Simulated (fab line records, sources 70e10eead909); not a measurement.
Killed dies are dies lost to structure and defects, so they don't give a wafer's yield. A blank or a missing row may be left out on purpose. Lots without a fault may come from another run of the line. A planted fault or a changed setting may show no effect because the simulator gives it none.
Chamber matching | flow nand_harc | NHARC_A_CHANNEL_FILL_D1_ALD_25 on ald_hk-03: 4 sister chambers
The step deposits SiOx, target thk 60 nm, pulse time 10 s, ald cycles 600. 8 wafers are shown with their chamber, then 9 later ones without.

WAFERS WITH THEIR CHAMBER
wafer  | chamber | heater_power_w (W) | precursor_pulse_height_rel
L081.3 | 0       | 459                | 0.983
L079.4 | 0       | 472                | 1.006
L079.2 | 2       | 518                | 1.007
L082.3 | 3       | 507                | 0.965
L082.5 | 2       | 499                | 1.026
L084.1 | 1       | 486                | 1.023
L084.2 | 3       | 516                | 1.017
L084.6 | 1       | 478                | 0.977

WAFERS WITHOUT THEIR CHAMBER
wafer  | heater_power_w (W) | precursor_pulse_height_rel
L087.2 | 473                | 1.032
L087.3 | 469                | 1.011
L087.5 | 516                | 1.035
L086.3 | 471                | 0.981
L086.5 | 470                | 0.990
L086.6 | 473                | 0.983
L096.2 | 485                | 1.004
L096.3 | 453                | 1.008
L096.6 | 492                | 0.990

WHICH CHAMBER EACH WENT THROUGH
wafer  | from the rows above               | in truth
L087.2 | can't be placed: 1 or 0           | 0
L087.3 | can't be placed: 0 or 1           | 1
L087.5 | can't be placed: 2 or 3           | 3
L086.3 | can't be placed: 0 or 1           | 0
L086.5 | can't be placed: 0 or 1           | 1
L086.6 | can't be placed: 0 or 1           | 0
L096.2 | can't be placed: 1 or 0           | 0
L096.3 | can't be placed: 0 or 1           | 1
L096.6 | can't be placed: 1 or 2 or 3 or 0 | 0
Placed correctly: 0 of 9. Can't be placed from these rows: 9 (the true chamber is among the candidates in 9). Placed wrongly: 0.
How it was worked out, from the rows above alone: a wafer's distance from a chamber is the root of the sum, over the readings, of the square of ((its reading less the chamber's mean) divided by the reading's scatter). The wafer belongs to the nearest chamber; if the next one is less than 2 further off, it can't be placed. A chamber's mean is the mean of its shown wafers. The scatter: the root of (the sum of the squares of (reading less its chamber's mean) over the shown wafers, divided by (wafers less chambers)).
